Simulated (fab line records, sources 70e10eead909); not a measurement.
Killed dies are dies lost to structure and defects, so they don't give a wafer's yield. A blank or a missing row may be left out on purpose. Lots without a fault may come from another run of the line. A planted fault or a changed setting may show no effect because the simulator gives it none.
A struck lot beside a sound one | flow nand_harc | 27 steps out of a route of 1302
Sound: wafers L849.1, L849.2, L849.3. Struck: wafers L863.1, L863.3, L863.4. The cause comes at the end.
At each step with rows: each side's tool, then ch and its chambers, then its first start. Under that, the readings that differ: sound wafers | struck wafers | difference of the means | sigmas: that difference in standard deviations of wafers without a fault.
alike: readings whose means differ by less than 2 such deviations, and words and numbers that are the same on both sides. not compared: withheld readings, readings that some wafer has no value for, bounds like >300 that may hide the same value, and numbers for which the record gives no deviation and whose values overlap.
The two part at a step that has a row with sigmas, a row that says differs or no value, or rows on one side only. Numbers that don't overlap but have no deviation are shown without sigmas and don't part them. A reading that every wafer of one side lacks parts them only if that side has two wafers or more.

first, 4 steps without rows for these wafers: NHARC_P_GATE_PRECLEAN_71 (cleans in SC1); NHARC_P_GATE_SRD_72; NHARC_P_GATE_OXIDE_16 (material SiO2, target thk 3 nm, ox time 392 s); NHARC_P_GATE_CVD_17 (deposits poly-Si, target thk 150 nm, time 900 s).
NHARC_P_GATE_HM_DEP_102: deposits aC, target thk 120 nm.
  sound on acl_dep-01 ch 0, day 6 11:03; struck on acl_dep-01 ch 0, day 12 03:59
  alike: throttle_valve_pct
then, 7 steps without rows for these wafers: NHARC_P_GATE_DEP_103 (deposits SiON, target thk 30 nm); NHARC_P_GATE_DEHYDRATE_18 (time 120 s); NHARC_P_GATE_HMDS_19 (time 30 s); NHARC_P_GATE_COAT_20 (resist thk 90 nm); NHARC_P_GATE_SOFTBAKE_21 (time 55 s); NHARC_P_GATE_EBR_22; NHARC_P_GATE_EXPOSE_23 (exposes mask P GATE, target cd 120 nm).
NHARC_P_GATE_PEB_24: peb time 65 s.
  sound on litho_track-04 ch 0, day 6 12:43; struck on litho_track-04 ch 0, day 12 05:15
  reading                  | sound             | struck               | difference | sigmas
  heater_power_total_W (W) | 156.0 157.0 157.1 | 174.7 174.8 174.8    | +18.1      | +44
  plate_temp_C (C)         | 99.88 99.74 99.84 | 108.71 108.41 108.46 | +8.71      | +67
  alike: chill_plate_temp_C
then, 1 step without rows for these wafers: NHARC_P_GATE_DEVELOP_25 (develop time 35 s).
NHARC_P_GATE_CD_MEAS_26: target cd 120 nm.
  sound on cd_sem-03 ch 0, day 6 12:47; struck on cd_sem-02 ch 0, day 12 05:20
  reading    | sound             | struck         | difference | sigmas
  cd_nm (nm) | 119.0 118.6 119.2 | 94.3 95.6 94.0 | -24.3      | -31
NHARC_P_GATE_OVL_MEAS_27:
  sound on overlay-01, day 6 12:52; struck on overlay-01, day 12 05:26
  reading           | sound          | struck      | difference | sigmas
  overlay_y_nm (nm) | -1.8 -1.3 -1.0 | 1.4 1.1 1.2 | +2.6       | +3
  alike: overlay_x_nm
NHARC_P_GATE_INSPECT_28:
  sound on defect_inspect-01, day 6 12:55; struck on defect_inspect-01, day 12 05:29
  alike: raw_defect_count
NHARC_P_GATE_DESCUM_31: chemistry O2, time 3 s.
  sound on rie_diel-08 ch 0,1,3, day 6 12:58; struck on rie_diel-08 ch 0,2,3, day 12 05:32
  reading                 | sound             | struck            | difference | sigmas
  rf_hours_counter_h (h)  | 4.7 5.3 5.9       | 3.7 4.2 4.3       | -1.2       |
  model.P_GATE.cd_nm (nm) | 120.8 119.1 118.7 | 93.72 96.81 93.99 | -24.69     |
  alike: drypump_motor_current_A, oes_product_au, rf_vpp_V, showerhead_plenum_p_Torr, throttle_valve_pct
NHARC_P_GATE_ETCH_104: etches the open film in CF4/CHF3, target depth 60 nm.
  sound on rie_diel-08 ch 0,1,3, day 6 13:04; struck on rie_diel-08 ch 1,2,3, day 12 05:38
  alike: drypump_motor_current_A, oes_product_au, rf_vpp_V, showerhead_plenum_p_Torr, throttle_valve_pct
NHARC_P_GATE_HM_OPEN_105: chemistry O2/COS, target depth 360 nm.
  sound on rie_diel-08 ch 0,1,3; struck on rie_diel-08 ch 0,1,3
  alike: drypump_motor_current_A, oes_product_au, rf_vpp_V, showerhead_plenum_p_Torr, throttle_valve_pct
  not compared: rf_hours_counter_h
then, 1 step without rows for these wafers: NHARC_P_GATE_STRIP_106 (strips in O2/COS).
NHARC_P_GATE_ETCH_114: etches the open film in CF4/O2, target depth 30 nm, overetch 3 nm, time 16.5 s.
  sound on rie_diel-08 ch 1,2,3; struck on rie_diel-08 ch 0,1,3
  reading                | sound       | struck      | difference | sigmas
  rf_hours_counter_h (h) | 6.5 5.4 5.9 | 4.9 4.3 3.7 | -1.6       |
  alike: drypump_motor_current_A, oes_f_703_au, oes_product_au, rf_vpp_V, showerhead_plenum_p_Torr, throttle_valve_pct
NHARC_P_GATE_ETCH_32: etches the open film in HBr/Cl2, target depth 150 nm, time 100.1 s.
  sound on rie_si-02 ch 1,2,3, day 6 13:26; struck on rie_si-02 ch 0,1,2, day 12 06:01
  reading                 | sound           | struck            | difference | sigmas
  rf_hours_counter_h (h)  | 0.2 0.1 0.2     | 1.3 1.1 1.1       | +1.0       |
  model.P_GATE.cd_nm (nm) | 117.3 119 122.1 | 91.23 99.36 87.26 | -26.85     |
  alike: drypump_motor_current_A, hbr_flow_sccm, oes_product_au, throttle_valve_pct
NHARC_P_GATE_STRIP_108: strips in O2.
  sound on rie_diel-08 ch 0,1,3, day 6 13:35; struck on rie_diel-08 ch 0,1,2, day 12 06:10
  alike: drypump_motor_current_A, oes_product_au, rf_vpp_V, showerhead_plenum_p_Torr, throttle_valve_pct
  not compared: rf_hours_counter_h
NHARC_P_GATE_CD_MEAS_33:
  sound on cd_sem-02, day 6 13:46; struck on cd_sem-03, day 12 06:20
  reading    | sound       | struck    | difference | sigmas
  cd_nm (nm) | 118 118 121 | 90 100 88 | -26        | -8
then, 1 step without rows for these wafers: NHARC_P_GATE_STRIP_35 (strips in SPM, time 600 s).
-- the record jumps here: 20 days lie between the struck wafers' starts before and after (it left off in module P_GATE and takes up again in module END, whose first step shown is number 1302 of the route) --
NHARC_END_SORT_01:
  sound on prober-01 ch 0, day 27 07:19; struck on prober-01 ch 0, day 31 22:56
  reading             | sound    | struck      | difference | sigmas
  killed_at_array     | 31 37 20 | 68 90 97    | +56        | +3
  killed_at_periphery | 6 6 3    | 500 226 467 | +393       | +99 or more
  killed_dies         | 37 43 24 | 569 317 566 | +449       | +21
  alike: killed_at_other, killed_open, killed_short

WHERE THEY PART
First at NHARC_P_GATE_PEB_24; last, within this record, at NHARC_END_SORT_01.

WHY: what the simulator had put in
Process parameter drift: litho_track-04, from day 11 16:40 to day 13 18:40, at NHARC_P_GATE_PEB_24. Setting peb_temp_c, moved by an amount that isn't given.
